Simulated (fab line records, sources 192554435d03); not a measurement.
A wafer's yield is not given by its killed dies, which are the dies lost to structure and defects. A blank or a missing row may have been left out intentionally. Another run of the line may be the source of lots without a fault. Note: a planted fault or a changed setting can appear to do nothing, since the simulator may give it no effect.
Which of the tools did it? / flow n5-finfet / 10 lots with 30 wafers sampled at 5 steps, on a route of 1938 steps

WHAT THE GAUGES SHOWED, per wafer
N5_START_INSPECT_01: inspects for defects (unpatterned scan). Usual: raw-defect-count at 5.9, with a standard deviation of 2.5.
lot=L830; measured=day 1 12:02; on=defect-inspect-02; raw-defect-count=5 14 9; flag=
lot=L831; measured=day 1 18:02; on=defect-inspect-02; raw-defect-count=7 9 8; flag=
lot=L832; measured=day 2 00:02; on=defect-inspect-02; raw-defect-count=5 6 3; flag=
lot=L833; measured=day 2 06:02; on=defect-inspect-02; raw-defect-count=12 3 1; flag=
lot=L834; measured=day 2 12:02; on=defect-inspect-01; raw-defect-count=2 3 7; flag=
lot=L838; measured=day 3 12:02; on=defect-inspect-01; raw-defect-count=5 5 7; flag=
lot=L844; measured=day 5 00:02; on=defect-inspect-02; raw-defect-count=6 5 4; flag=
lot=L846; measured=day 5 12:02; on=defect-inspect-02; raw-defect-count=7 6 7; flag=
lot=L847; measured=day 5 18:02; on=defect-inspect-01; raw-defect-count=4 7 3; flag=
lot=L851; measured=day 6 18:02; on=defect-inspect-02; raw-defect-count=5 5 9; flag=

N5_WELL_APT_OVL_MEAS_26. Usual: PWELL_OVL typically reads 0 nm, with standard deviation 6.3.
lot=L830; measured=day 1 15:08; on=overlay-02; PWELL_OVL (nm)=6 2 5; flag=
lot=L831; measured=day 1 21:02; on=overlay-01; PWELL_OVL (nm)=-10 10 -1; flag=
lot=L832; measured=day 2 03:22; on=overlay-01; PWELL_OVL (nm)=8 9 6; flag=
lot=L833; measured=day 2 08:58; on=overlay-01; PWELL_OVL (nm)=-1 -11 1; flag=
lot=L834; measured=day 2 14:58; on=overlay-01; PWELL_OVL (nm)=2 2 -7; flag=
lot=L838; measured=day 3 15:08; on=overlay-02; PWELL_OVL (nm)=1 1 -13; flag=
lot=L844; measured=day 5 03:17; on=overlay-02; PWELL_OVL (nm)=2 2 0; flag=
lot=L846; measured=day 5 14:58; on=overlay-01; PWELL_OVL (nm)=5 4 6; flag=
lot=L847; measured=day 5 21:05; on=overlay-01; PWELL_OVL (nm)=-4 -6 4; flag=
lot=L851; measured=day 6 21:02; on=overlay-01; PWELL_OVL (nm)=2 6 2; flag=

N5_PMOS_HMC_CHANNEL_EPI_CD_MEAS_09 targets a cd of 237.4 nm. Usual: cd-nm at 237.1 nm, with a standard deviation of 0.68.
lot=L830; measured=day 1 17:18; on=cd-sem-01; cd-nm (nm)=236.6 236.7 236.5; flag=
lot=L831; measured=day 1 23:13; on=cd-sem-02; cd-nm (nm)=238.9 237.2 238.3; flag=
lot=L832; measured=day 2 05:34; on=cd-sem-02; cd-nm (nm)=237.6 238.3 238.1; flag=
lot=L833; measured=day 2 11:19; on=cd-sem-02; cd-nm (nm)=236.6 236.8 238.1; flag=
lot=L834; measured=day 2 17:04; on=cd-sem-01; cd-nm (nm)=237.0 237.4 237.8; flag=
lot=L838; measured=day 3 17:31; on=cd-sem-02; cd-nm (nm)=236.7 237.7 238.0; flag=
lot=L844; measured=day 5 05:35; on=cd-sem-02; cd-nm (nm)=236.7 237.1 236.4; flag=
lot=L846; measured=day 5 17:19; on=cd-sem-02; cd-nm (nm)=236.7 236.9 237.8; flag=
lot=L847; measured=day 5 23:08; on=cd-sem-03; cd-nm (nm)=236.8 237.4 237.2; flag=
lot=L851; measured=day 6 23:13; on=cd-sem-03; cd-nm (nm)=236.7 237.6 236.7; flag=

N5_BEOL_M4_RC_MEAS_101. Usual: DIBL_N 36.4 mV/V, standard deviation 1.4; DIBL_P 36.3 mV/V, standard deviation 1.8; IOFF_N 0.163 nA/um, standard deviation 0.024; IOFF_P 0.21 nA/um, standard deviation 0.034; ION_N 673 uA/um, standard deviation 11; ION_P 461 uA/um, standard deviation 7.4; SS_N 71.6 mV/dec, standard deviation 0.52; SS_P 73.3 mV/dec, standard deviation 0.58; VT_N 249.4 mV, standard deviation 2.5; VT_P -250 mV, standard deviation 3.5.
lot=L830; measured=day 8 00:08; on=prober-02; DIBL_N (mV/V)=36.6 35.5 36.9; DIBL_P (mV/V)=36.5 34.1 37.0; IOFF_N (nA/um)=0.169 0.153 0.187; IOFF_P (nA/um)=0.20 0.18 0.21; ION_N (uA/um)=686 669 699; ION_P (uA/um)=462 451 465; SS_N (mV/dec)=70.9 70.7 71.5; SS_P (mV/dec)=72.7 72.3 73.4; VT_N (mV)=248.1 248.6 246.2; VT_P (mV)=-253 -252 -252; flag=
lot=L831; measured=day 8 02:40; on=prober-02; DIBL_N (mV/V)=37.2 36.7 37.6; DIBL_P (mV/V)=37.1 37.9 37.5; IOFF_N (nA/um)=0.176 0.180 0.190; IOFF_P (nA/um)=0.21 0.23 0.22; ION_N (uA/um)=668 684 673; ION_P (uA/um)=451 467 456; SS_N (mV/dec)=71.9 71.8 71.6; SS_P (mV/dec)=73.0 73.3 72.7; VT_N (mV)=248.3 248.2 248.1; VT_P (mV)=-249 -249 -249; flag=
lot=L832; measured=day 8 07:10; on=prober-01; DIBL_N (mV/V)=37.2 37.2 37.5; DIBL_P (mV/V)=38.0 37.4 38.2; IOFF_N (nA/um)=0.170 0.169 0.181; IOFF_P (nA/um)=0.25 0.24 0.24; ION_N (uA/um)=663 668 666; ION_P (uA/um)=456 462 459; SS_N (mV/dec)=71.9 71.2 71.9; SS_P (mV/dec)=73.8 73.4 73.8; VT_N (mV)=245.9 249.0 246.9; VT_P (mV)=-246 -248 -248; flag=
lot=L833; measured=day 8 18:12; on=prober-02; DIBL_N (mV/V)=36.8 36.2 35.0; DIBL_P (mV/V)=37.2 36.3 35.3; IOFF_N (nA/um)=0.173 0.167 0.147; IOFF_P (nA/um)=0.19 0.19 0.17; ION_N (uA/um)=674 685 668; ION_P (uA/um)=449 455 453; SS_N (mV/dec)=71.8 71.4 71.9; SS_P (mV/dec)=73.8 72.5 72.8; VT_N (mV)=246.7 246.7 251.3; VT_P (mV)=-254 -254 -254; flag=
lot=L834; measured=day 9 00:22; on=prober-02; DIBL_N (mV/V)=34.6 36.9 37.7; DIBL_P (mV/V)=33.8 36.4 38.1; IOFF_N (nA/um)=0.118 0.154 0.176; IOFF_P (nA/um)=0.20 0.25 0.27; ION_N (uA/um)=651 661 682; ION_P (uA/um)=458 462 477; SS_N (mV/dec)=70.6 72.2 72.1; SS_P (mV/dec)=72.5 72.9 74.1; VT_N (mV)=254.1 247.8 249.6; VT_P (mV)=-248 -247 -243; flag=
lot=L838; measured=day 9 20:26; on=prober-02; DIBL_N (mV/V)=36.0 35.0 36.5; DIBL_P (mV/V)=36.8 35.7 37.7; IOFF_N (nA/um)=0.169 0.145 0.174; IOFF_P (nA/um)=0.23 0.21 0.26; ION_N (uA/um)=665 666 680; ION_P (uA/um)=461 457 475; SS_N (mV/dec)=72.1 71.0 71.9; SS_P (mV/dec)=73.5 73.2 73.9; VT_N (mV)=248.2 248.0 247.9; VT_P (mV)=-247 -249 -244; flag=
lot=L844; measured=day 11 17:55; on=prober-01; DIBL_N (mV/V)=35.4 35.2 37.6; DIBL_P (mV/V)=36.1 35.5 38.1; IOFF_N (nA/um)=0.172 0.160 0.204; IOFF_P (nA/um)=0.22 0.21 0.25; ION_N (uA/um)=688 664 683; ION_P (uA/um)=466 464 463; SS_N (mV/dec)=72.0 70.9 71.9; SS_P (mV/dec)=73.5 73.1 74.3; VT_N (mV)=246.6 251.5 245.7; VT_P (mV)=-246 -246 -245; flag=
lot=L846; measured=day 11 21:12; on=prober-02; DIBL_N (mV/V)=37.7 35.0 35.7; DIBL_P (mV/V)=35.9 33.7 33.7; IOFF_N (nA/um)=0.174 0.124 0.138; IOFF_P (nA/um)=0.21 0.17 0.17; ION_N (uA/um)=663 661 653; ION_P (uA/um)=451 455 448; SS_N (mV/dec)=72.5 71.4 71.8; SS_P (mV/dec)=73.4 73.3 72.7; VT_N (mV)=252.2 254.1 252.6; VT_P (mV)=-249 -250 -256; flag=
lot=L847; measured=day 12 02:36; on=prober-01; DIBL_N (mV/V)=36.4 34.9 35.2; DIBL_P (mV/V)=37.2 35.6 36.2; IOFF_N (nA/um)=0.175 0.147 0.153; IOFF_P (nA/um)=0.22 0.19 0.19; ION_N (uA/um)=676 683 682; ION_P (uA/um)=461 465 468; SS_N (mV/dec)=71.5 70.5 70.8; SS_P (mV/dec)=73.4 72.6 72.1; VT_N (mV)=248.3 248.1 249.0; VT_P (mV)=-248 -251 -251; flag=
lot=L851; measured=day 13 15:14; on=prober-02; DIBL_N (mV/V)=35.1 36.0 35.1; DIBL_P (mV/V)=34.8 35.2 35.0; IOFF_N (nA/um)=0.137 0.146 0.142; IOFF_P (nA/um)=0.19 0.20 0.20; ION_N (uA/um)=665 666 662; ION_P (uA/um)=460 455 456; SS_N (mV/dec)=70.9 71.1 70.9; SS_P (mV/dec)=73.0 72.9 72.6; VT_N (mV)=250.8 251.1 248.0; VT_P (mV)=-250 -250 -248; flag=

EACH LOT AND THE TOOL THAT RAN IT (in order: tool; ch and the chambers of the sampled wafers; start)
lot=L830; N5_WELL_APT_COAT_19=litho-track-03 ch 0, day 1 14:50
lot=L831; N5_WELL_APT_COAT_19=litho-track-01 ch 0, day 1 20:37
lot=L832; N5_WELL_APT_COAT_19=litho-track-03 ch 0, day 2 02:56
lot=L833; N5_WELL_APT_COAT_19=litho-track-04 ch 0, day 2 08:32
lot=L834; N5_WELL_APT_COAT_19=litho-track-01 ch 0, day 2 14:32
lot=L838; N5_WELL_APT_COAT_19=litho-track-01 ch 0, day 3 14:43
lot=L844; N5_WELL_APT_COAT_19=litho-track-01 ch 0, day 5 02:52
lot=L846; N5_WELL_APT_COAT_19=litho-track-04 ch 0, day 5 14:33
lot=L847; N5_WELL_APT_COAT_19=litho-track-04 ch 0, day 5 20:48
lot=L851; N5_WELL_APT_COAT_19=litho-track-04 ch 0, day 6 20:44
- N5_WELL_APT_COAT_19: resist thk 950 nm.

WHAT THE TOOLS THEMSELVES READ (means of the sampled wafers that have a number; where no wafer has one, the mark that the record gives instead)
N5_WELL_APT_COAT_19. Usual: resist-line-temp-C 23.00 C, standard deviation 0.099; spin-speed-rpm 1357.0 rpm, standard deviation 1.1.
lot=L830; tool=litho-track-03; resist-line-temp-C (C)=23.10; spin-speed-rpm (rpm)=1356.1; flag=
lot=L831; tool=litho-track-01; resist-line-temp-C (C)=23.13; spin-speed-rpm (rpm)=1356.9; flag=
lot=L832; tool=litho-track-03; resist-line-temp-C (C)=22.87; spin-speed-rpm (rpm)=1357.2; flag=
lot=L833; tool=litho-track-04; resist-line-temp-C (C)=22.98; spin-speed-rpm (rpm)=1356.2; flag=
lot=L834; tool=litho-track-01; resist-line-temp-C (C)=22.96; spin-speed-rpm (rpm)=1357.7; flag=
lot=L838; tool=litho-track-01; resist-line-temp-C (C)=23.12; spin-speed-rpm (rpm)=1483.0; flag=OFF
lot=L844; tool=litho-track-01; resist-line-temp-C (C)=22.86; spin-speed-rpm (rpm)=1482.5; flag=OFF
lot=L846; tool=litho-track-04; resist-line-temp-C (C)=23.00; spin-speed-rpm (rpm)=1356.5; flag=
lot=L847; tool=litho-track-04; resist-line-temp-C (C)=22.89; spin-speed-rpm (rpm)=1357.3; flag=
lot=L851; tool=litho-track-04; resist-line-temp-C (C)=22.99; spin-speed-rpm (rpm)=1357.4; flag=

THE ANSWER, worked out from the rows above alone
Rule: take the mean of a lot's wafers that have a number; if it is more than 3 standard deviations from the usual mean, the lot is off. A lot without any number at a reading at which 4 lots or more have one is off too. Any other lot the step has rows for is counted as sound. After the gauges, taken in route order, come the tools' own readings; for these a lot's mean is taken, as printed above. At the first step where some lot is off, the reading lying furthest off is the one used; lots without a number count as furthest.
Off: L838, L844 (N5_WELL_APT_COAT_19, spin-speed-rpm).
If a tool, at that step or one of the process steps before it, ran each lot that is off and ran no sound lot following the first of them, it fits. One fits: N5_WELL_APT_COAT_19 on litho-track-01. Its last sound lot is L834 (day 2 14:32), its first lot that is off L838 (day 3 14:43): a fault that began between those two fits.
On the lots that are off, the tool's own readings at N5_WELL_APT_COAT_19 differ by more than 5 times the standard deviation of the sound lots' means, which bears it out; spin-speed-rpm reads 1482.8 rpm there versus 1356.9 rpm on the sound lots.

WHAT THE SIMULATOR HAD PUT IN
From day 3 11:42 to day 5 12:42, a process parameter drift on litho-track-01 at N5_WELL_APT_COAT_19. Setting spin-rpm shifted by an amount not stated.
Struck lots among those shown: L838, L844. The rule given above showed the same thing.
